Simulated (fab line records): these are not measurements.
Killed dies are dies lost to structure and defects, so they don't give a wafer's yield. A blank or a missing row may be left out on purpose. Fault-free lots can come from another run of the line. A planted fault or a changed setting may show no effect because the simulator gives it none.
Which tool was responsible?    flow n5-finfet    24 lots, 72 wafers sampled, at 6 steps of a route of 1938

== WHAT THE GAUGES SHOWED, per wafer ==
No reading from a measuring or inspecting step in the record can be judged against a usual standard deviation.

== EACH LOT AND THE TOOL THAT RAN IT (in order: tool; ch and the chambers of the sampled wafers; start) ==
lot   N5_BEOL_M4_ANNEAL_93          N5_BEOL_M5_ETCH_68                  N5_BEOL_M5_VIA_ETCH_34              N5_BEOL_M5_ETCH_41                             N5_BEOL_M5_STRIP_91                            N5_BEOL_M5_PRE_CLEAN_45
L074  pvd-sputter-02, day 8 13:46   rie-diel-04 ch 1,2, day 8 20:17     rie-diel-04 ch 1,2, day 8 20:23     rie-diel-04 ch 1,2, day 8 21:11 or earlier     rie-diel-04 ch 1,2, day 8 21:11 or earlier     pvd-sputter-01, day 8 21:11
L075  pvd-sputter-01, day 8 13:54   rie-diel-02 ch 0,1,2, day 8 20:28   rie-diel-02 ch 0,1,2, day 8 20:34   rie-diel-02 ch 0,1,2, day 8 21:37 or earlier   rie-diel-02 ch 0,1,2, day 8 21:37 or earlier   pvd-sputter-01, day 8 21:37
L076  pvd-sputter-01, day 9 04:26   rie-diel-04 ch 1,2,3, day 9 10:23   rie-diel-04 ch 1,2,3, day 9 10:29   rie-diel-04 ch 1,2,3, day 9 11:31 or earlier   rie-diel-04 ch 1,2,3, day 9 11:31 or earlier   pvd-sputter-02, day 9 11:31
L077  pvd-sputter-02, day 9 04:50   rie-diel-06 ch 2,3, day 9 10:13     rie-diel-06 ch 2,3, day 9 10:19     rie-diel-06 ch 2,3, day 9 11:15 or earlier     rie-diel-06 ch 2,3, day 9 11:15 or earlier     pvd-sputter-02, day 9 11:15
L078  pvd-sputter-01, day 9 07:12   rie-diel-06 ch 0,2, day 9 15:37     rie-diel-06 ch 0,2, day 9 15:43     rie-diel-06 ch 0,2, day 9 16:52 or earlier     rie-diel-06 ch 0,2, day 9 16:52 or earlier     pvd-sputter-02, day 9 16:52
L080  pvd-sputter-03, day 9 08:59   rie-diel-02 ch 1,2,3, day 9 20:04   rie-diel-02 ch 1,2,3, day 9 20:10   rie-diel-02 ch 1,2,3, day 9 21:00 or earlier   rie-diel-02 ch 1,2,3, day 9 21:00 or earlier   pvd-sputter-03, day 9 21:00
L079  pvd-sputter-02, day 9 10:38   rie-diel-04 ch 1,2,3, day 9 19:41   rie-diel-04 ch 1,2,3, day 9 19:47   rie-diel-04 ch 1,2,3, day 9 20:35 or earlier   rie-diel-04 ch 1,2,3, day 9 20:35 or earlier   pvd-sputter-01, day 9 20:35
L082  pvd-sputter-01, day 10 08:24  rie-diel-04 ch 1,2, day 10 14:28    rie-diel-04 ch 1,2, day 10 14:34    rie-diel-04 ch 1,2, day 10 17:03 or earlier    rie-diel-04 ch 1,2, day 10 17:03 or earlier    pvd-sputter-03, day 10 17:03
L081  pvd-sputter-03, day 10 08:52  rie-diel-04 ch 1,2,3, day 10 16:35  rie-diel-04 ch 1,2,3, day 10 16:41  rie-diel-04 ch 1,2,3, day 10 17:47 or earlier  rie-diel-04 ch 1,2,3, day 10 17:47 or earlier  pvd-sputter-03, day 10 17:47
L083  pvd-sputter-02, day 10 12:57  rie-diel-02 ch 2,3, day 10 21:29    rie-diel-02 ch 2,3, day 10 21:35    rie-diel-02 ch 2,3, day 10 22:47 or earlier    rie-diel-02 ch 2,3, day 10 22:47 or earlier    pvd-sputter-02, day 10 22:47
L084  pvd-sputter-01, day 10 13:05  rie-diel-06 ch 0,2,3, day 10 21:36  rie-diel-06 ch 0,2,3, day 10 21:42  rie-diel-06 ch 0,2,3, day 10 22:52 or earlier  rie-diel-06 ch 0,2,3, day 10 22:52 or earlier  pvd-sputter-02, day 10 22:52
L085  pvd-sputter-02, day 11 09:45  rie-diel-02 ch 0,3, day 11 18:04    rie-diel-02 ch 0,3, day 11 18:10    rie-diel-02 ch 0,3, day 11 19:31 or earlier    rie-diel-02 ch 0,3, day 11 19:31 or earlier    pvd-sputter-03, day 11 19:31
L087  pvd-sputter-01, day 11 10:53  rie-diel-04 ch 2,3, day 11 17:37    rie-diel-04 ch 2,3, day 11 17:43    rie-diel-04 ch 2,3, day 11 19:21 or earlier    rie-diel-04 ch 2,3, day 11 19:21 or earlier    pvd-sputter-01, day 11 19:21
L088  pvd-sputter-02, day 11 13:50  rie-diel-04 ch 1,3, day 11 19:46    rie-diel-04 ch 1,3, day 11 19:52    rie-diel-04 ch 1,3, day 11 21:01 or earlier    rie-diel-04 ch 1,3, day 11 21:01 or earlier    pvd-sputter-02, day 11 21:01
L086  pvd-sputter-03, day 11 16:50  rie-diel-04 ch 1,2,3, day 12 01:14  rie-diel-04 ch 1,2,3, day 12 01:20  rie-diel-04 ch 1,2,3, day 12 02:15 or earlier  rie-diel-04 ch 1,2,3, day 12 02:15 or earlier  pvd-sputter-02, day 12 02:15
L089  pvd-sputter-03, day 11 19:02  rie-diel-04 ch 0,2,3, day 12 08:20  rie-diel-04 ch 0,2,3, day 12 08:26  rie-diel-04 ch 0,2,3, day 12 09:57 or earlier  rie-diel-04 ch 0,2,3, day 12 09:57 or earlier  pvd-sputter-03, day 12 09:57
L091  pvd-sputter-02, day 12 04:20  rie-diel-04 ch 2,3, day 12 10:20    rie-diel-04 ch 2,3, day 12 10:26    rie-diel-04 ch 2,3, day 12 11:28 or earlier    rie-diel-04 ch 2,3, day 12 11:28 or earlier    pvd-sputter-01, day 12 11:28
L090  pvd-sputter-02, day 12 13:16  rie-diel-02 ch 1,2, day 12 20:35    rie-diel-02 ch 1,2, day 12 20:41    rie-diel-02 ch 1,2, day 12 21:41 or earlier    rie-diel-02 ch 1,2, day 12 21:41 or earlier    pvd-sputter-01, day 12 21:41
L092  pvd-sputter-02, day 12 18:02  rie-diel-04 ch 0,1, day 13 00:16    rie-diel-04 ch 0,1, day 13 00:25    rie-diel-04 ch 0,1, day 13 01:49 or earlier    rie-diel-04 ch 0,1, day 13 01:49 or earlier    pvd-sputter-03, day 13 01:49
L093  pvd-sputter-01, day 12 20:41  rie-diel-04 ch 0,1, day 13 06:36    rie-diel-04 ch 0,1, day 13 06:44    rie-diel-04 ch 0,1, day 13 07:55 or earlier    rie-diel-04 ch 0,1, day 13 07:55 or earlier    pvd-sputter-01, day 13 07:55
L094  pvd-sputter-02, day 13 13:22  rie-diel-02 ch 0,2,3, day 13 20:44  rie-diel-02 ch 0,2,3, day 13 20:50  rie-diel-02 ch 0,2,3, day 13 21:40 or earlier  rie-diel-02 ch 0,2,3, day 13 21:40 or earlier  pvd-sputter-03, day 13 21:40
L095  pvd-sputter-03, day 13 14:05  rie-diel-02 ch 0,1,3, day 13 21:46  rie-diel-02 ch 0,1,3, day 13 21:52  rie-diel-02 ch 0,1,3, day 13 23:09 or earlier  rie-diel-02 ch 0,1,3, day 13 23:09 or earlier  pvd-sputter-02, day 13 23:09
L097  pvd-sputter-02, day 14 12:31  rie-diel-04 ch 0,1,2, day 14 18:53  rie-diel-04 ch 0,1,2, day 14 18:59  rie-diel-04 ch 0,1,2, day 14 19:50 or earlier  rie-diel-04 ch 0,1,2, day 14 19:50 or earlier  pvd-sputter-01, day 14 19:50
L096  pvd-sputter-01, day 14 13:28  rie-diel-06 ch 0,2,3, day 15 00:04  rie-diel-06 ch 0,2,3, day 15 00:10  rie-diel-06 ch 0,2,3, day 15 01:07 or earlier  rie-diel-06 ch 0,2,3, day 15 01:07 or earlier  pvd-sputter-02, day 15 01:07
- N5_BEOL_M4_ANNEAL_93: time 240 s.
- N5_BEOL_M5_ETCH_68: etches SOC in N2/H2, target depth 80 nm, overetch 16 nm, time 120 s.
- N5_BEOL_M5_VIA_ETCH_34: etches SiCOH lowk in C4F6/O2, target depth 88.3 nm, time 39.2 s.
- N5_BEOL_M5_ETCH_41: etches SiCN in CH3F/O2, target depth 31.5 nm, time 56.7 s.
- N5_BEOL_M5_STRIP_91: strips in N2/H2, time 10 s.
- N5_BEOL_M5_PRE_CLEAN_45: time 30 s.

== WHAT THE TOOLS THEMSELVES READ (means of the sampled wafers that have a number; where no wafer has one, the mark that the record gives instead) ==
N5_BEOL_M4_ANNEAL_93.
lot   tool            heater-power-w (W)
L074  pvd-sputter-02  843
L075  pvd-sputter-01  840
L076  pvd-sputter-01  807
L077  pvd-sputter-02  823
L078  pvd-sputter-01  897
L080  pvd-sputter-03  812
L079  pvd-sputter-02  846
L082  pvd-sputter-01  871
L081  pvd-sputter-03  851
L083  pvd-sputter-02  863
L084  pvd-sputter-01  849
L085  pvd-sputter-02  808
L087  pvd-sputter-01  770
L088  pvd-sputter-02  882
L086  pvd-sputter-03  884
L089  pvd-sputter-03  890
L091  pvd-sputter-02  882
L090  pvd-sputter-02  828
L092  pvd-sputter-02  854
L093  pvd-sputter-01  862
L094  pvd-sputter-02  802
L095  pvd-sputter-03  839
L097  pvd-sputter-02  834
L096  pvd-sputter-01  824

N5_BEOL_M5_ETCH_68.
lot   tool         drypump-motor-current-A (A)  oes-product-au (a.u.)  rf-vpp-V (V)  showerhead-plenum-p-Torr (Torr)  throttle-valve-pct (%)
L074  rie-diel-04  6.4                          0.58                   524.6         2.59                             17.8
L075  rie-diel-02  5.9                          0.58                   522.9         2.50                             17.8
L076  rie-diel-04  6.0                          0.56                   525.5         2.61                             18.0
L077  rie-diel-06  5.0                          0.66                   523.9         2.55                             17.7
L078  rie-diel-06  5.0                          0.69                   524.4         2.57                             17.7
L080  rie-diel-02  5.6                          0.58                   522.1         2.47                             17.8
L079  rie-diel-04  6.0                          0.55                   525.1         2.61                             18.0
L082  rie-diel-04  6.2                          0.55                   525.7         2.61                             18.2
L081  rie-diel-04  6.0                          0.55                   525.4         2.61                             18.0
L083  rie-diel-02  5.3                          0.56                   521.8         2.46                             18.0
L084  rie-diel-06  5.1                          0.63                   522.9         2.50                             18.0
L085  rie-diel-02  5.4                          0.57                   522.0         2.45                             18.1
L087  rie-diel-04  5.6                          0.53                   525.6         2.64                             18.1
L088  rie-diel-04  6.1                          0.57                   524.9         2.58                             17.6
L086  rie-diel-04  6.0                          0.55                   525.2         2.61                             18.0
L089  rie-diel-04  5.7                          0.58                   524.3         2.59                             18.1
L091  rie-diel-04  5.6                          0.53                   525.9         2.64                             18.1
L090  rie-diel-02  5.8                          0.65                   522.1         2.47                             17.5
L092  rie-diel-04  6.2                          0.61                   523.8         2.52                             17.7
L093  rie-diel-04  6.2                          0.61                   522.8         2.52                             17.7
L094  rie-diel-02  5.6                          0.61                   521.9         2.47                             17.9
L095  rie-diel-02  5.6                          0.57                   521.0         2.45                             17.9
L097  rie-diel-04  6.1                          0.65                   523.3         2.55                             17.8
L096  rie-diel-06  5.1                          0.60                   522.7         2.49                             18.0

N5_BEOL_M5_VIA_ETCH_34.
lot   tool         drypump-motor-current-A (A)  oes-product-au (a.u.)  rf-vpp-V (V)  showerhead-plenum-p-Torr (Torr)  throttle-valve-pct (%)
L074  rie-diel-04  6.4                          0.75                   693           2.87                             20.7
L075  rie-diel-02  5.9                          0.75                   655           2.80                             20.8
L076  rie-diel-04  6.0                          0.72                   682           2.91                             20.9
L077  rie-diel-06  5.0                          0.86                   656           2.88                             20.9
L078  rie-diel-06  5.0                          0.88                   663           2.89                             20.9
L080  rie-diel-02  5.6                          0.75                   665           2.77                             20.9
L079  rie-diel-04  6.0                          0.72                   682           2.91                             20.9
L082  rie-diel-04  6.2                          0.71                   680           2.90                             21.1
L081  rie-diel-04  6.0                          0.71                   682           2.91                             20.9
L083  rie-diel-02  5.3                          0.73                   679           2.77                             21.2
L084  rie-diel-06  5.1                          0.80                   660           2.81                             21.1
L085  rie-diel-02  5.4                          0.76                   669           2.78                             21.4
L087  rie-diel-04  5.6                          0.69                   671           2.94                             21.1
L088  rie-diel-04  6.1                          0.74                   696           2.86                             20.6
L086  rie-diel-04  6.0                          0.71                   681           2.90                             20.9
L089  rie-diel-04  5.7                          0.76                   663           2.89                             21.1
L091  rie-diel-04  5.6                          0.68                   671           2.94                             21.1
L090  rie-diel-02  5.9                          0.85                   651           2.76                             20.5
L092  rie-diel-04  6.2                          0.80                   688           2.80                             20.6
L093  rie-diel-04  6.2                          0.80                   688           2.80                             20.6
L094  rie-diel-02  5.6                          0.80                   668           2.78                             21.1
L095  rie-diel-02  5.7                          0.75                   655           2.77                             21.2
L097  rie-diel-04  6.1                          0.85                   674           2.84                             20.8
L096  rie-diel-06  5.2                          0.77                   661           2.79                             21.1

N5_BEOL_M5_ETCH_41.
lot   tool         drypump-motor-current-A (A)  oes-product-au (a.u.)  rf-vpp-V (V)  showerhead-plenum-p-Torr (Torr)  throttle-valve-pct (%)
L074  rie-diel-04  6.4                          0.75                   297.5         2.01                             16.2
L075  rie-diel-02  5.9                          0.75                   295.6         1.96                             16.3
L076  rie-diel-04  6.0                          0.72                   298.6         2.04                             16.4
L077  rie-diel-06  5.0                          0.86                   297.6         2.02                             16.3
L078  rie-diel-06  5.0                          0.89                   297.4         2.03                             16.2
L080  rie-diel-02  5.6                          0.75                   297.0         1.94                             16.3
L079  rie-diel-04  6.0                          0.72                   298.1         2.04                             16.4
L082  rie-diel-04  6.2                          0.71                   298.3         2.04                             16.5
L081  rie-diel-04  6.0                          0.72                   298.4         2.04                             16.4
L083  rie-diel-02  5.3                          0.73                   295.1         1.94                             16.6
L084  rie-diel-06  5.1                          0.81                   296.5         1.97                             16.4
L085  rie-diel-02  5.4                          0.75                   295.9         1.95                             16.8
L087  rie-diel-04  5.6                          0.69                   299.0         2.07                             16.5
L088  rie-diel-04  6.1                          0.74                   297.8         2.01                             16.1
L086  rie-diel-04  6.0                          0.71                   298.4         2.04                             16.4
L089  rie-diel-04  5.6                          0.76                   298.3         2.03                             16.5
L091  rie-diel-04  5.6                          0.68                   298.8         2.07                             16.5
L090  rie-diel-02  5.9                          0.86                   296.0         1.94                             16.0
L092  rie-diel-04  6.2                          0.80                   297.1         1.97                             16.1
L093  rie-diel-04  6.2                          0.79                   297.0         1.97                             16.1
L094  rie-diel-02  5.6                          0.80                   296.5         1.95                             16.5
L095  rie-diel-02  5.6                          0.76                   295.1         1.95                             16.6
L097  rie-diel-04  6.1                          0.85                   296.8         1.99                             16.2
L096  rie-diel-06  5.1                          0.77                   296.3         1.96                             16.5

N5_BEOL_M5_STRIP_91.
lot   tool         drypump-motor-current-A (A)  oes-product-au (a.u.)  rf-vpp-V (V)  showerhead-plenum-p-Torr (Torr)  throttle-valve-pct (%)
L074  rie-diel-04  6.4                          0.75                   58.7          2.58                             23.6
L075  rie-diel-02  5.9                          0.75                   59.0          2.49                             23.4
L076  rie-diel-04  6.0                          0.72                   59.0          2.61                             23.8
L077  rie-diel-06  5.0                          0.86                   59.4          2.54                             23.7
L078  rie-diel-06  5.0                          0.90                   58.5          2.56                             23.6
L080  rie-diel-02  5.6                          0.75                   59.4          2.46                             23.5
L079  rie-diel-04  6.0                          0.73                   59.8          2.61                             23.8
L082  rie-diel-04  6.2                          0.71                   58.9          2.60                             24.0
L081  rie-diel-04  6.0                          0.72                   58.3          2.61                             23.8
L083  rie-diel-02  5.3                          0.73                   58.5          2.45                             23.7
L084  rie-diel-06  5.2                          0.82                   58.8          2.50                             23.9
L085  rie-diel-02  5.4                          0.75                   59.7          2.44                             23.9
L087  rie-diel-04  5.6                          0.70                   59.4          2.64                             24.0
L088  rie-diel-04  6.1                          0.75                   59.7          2.57                             23.3
L086  rie-diel-04  6.0                          0.72                   60.4          2.60                             23.8
L089  rie-diel-04  5.7                          0.77                   59.7          2.58                             24.0
L091  rie-diel-04  5.6                          0.69                   58.1          2.63                             24.0
L090  rie-diel-02  5.9                          0.86                   59.3          2.46                             23.3
L092  rie-diel-04  6.2                          0.80                   59.1          2.52                             23.4
L093  rie-diel-04  6.2                          0.80                   59.0          2.52                             23.4
L094  rie-diel-02  5.6                          0.80                   58.6          2.47                             23.7
L095  rie-diel-02  5.6                          0.76                   59.9          2.45                             23.7
L097  rie-diel-04  6.1                          0.86                   59.2          2.54                             23.7
L096  rie-diel-06  5.2                          0.78                   58.5          2.48                             24.0

N5_BEOL_M5_PRE_CLEAN_45.
lot   tool            heater-power-w (W)
L074  pvd-sputter-01  355
L075  pvd-sputter-01  343
L076  pvd-sputter-02  327
L077  pvd-sputter-02  348
L078  pvd-sputter-02  319
L080  pvd-sputter-03  337
L079  pvd-sputter-01  360
L082  pvd-sputter-03  346
L081  pvd-sputter-03  343
L083  pvd-sputter-02  343
L084  pvd-sputter-02  325
L085  pvd-sputter-03  329
L087  pvd-sputter-01  327
L088  pvd-sputter-02  331
L086  pvd-sputter-02  322
L089  pvd-sputter-03  356
L091  pvd-sputter-01  340
L090  pvd-sputter-01  354
L092  pvd-sputter-03  343
L093  pvd-sputter-01  337
L094  pvd-sputter-03  349
L095  pvd-sputter-02  334
L097  pvd-sputter-01  325
L096  pvd-sputter-02  324

== THE ANSWER, worked out from the rows above alone ==
Rule: what is usual is taken from the lots themselves. The widest of any qualifying gaps counts: lots, ordered by their means at a reading, are off when they make up no more than a third of the lots, leave a main group of 4 or more, and stand apart from it by 3 or more times the standard deviation of that group's means. If all means in a main group match to the digits the tables above print for the reading, that group is not used. A lot without any number at a reading at which 4 lots or more have one is off too. Any other lot the step has rows for is counted as sound. After the gauges, taken in route order, come the tools' own readings; for these a lot's mean is taken, as printed above. The first step at which some lot is off is used, and at that step the reading that is off furthest; a lot without a number counts as furthest.
Across all readings shown, no lot is off: no conclusion can be drawn from this.

== WHAT HAD BEEN PUT IN BY THE SIMULATOR ==
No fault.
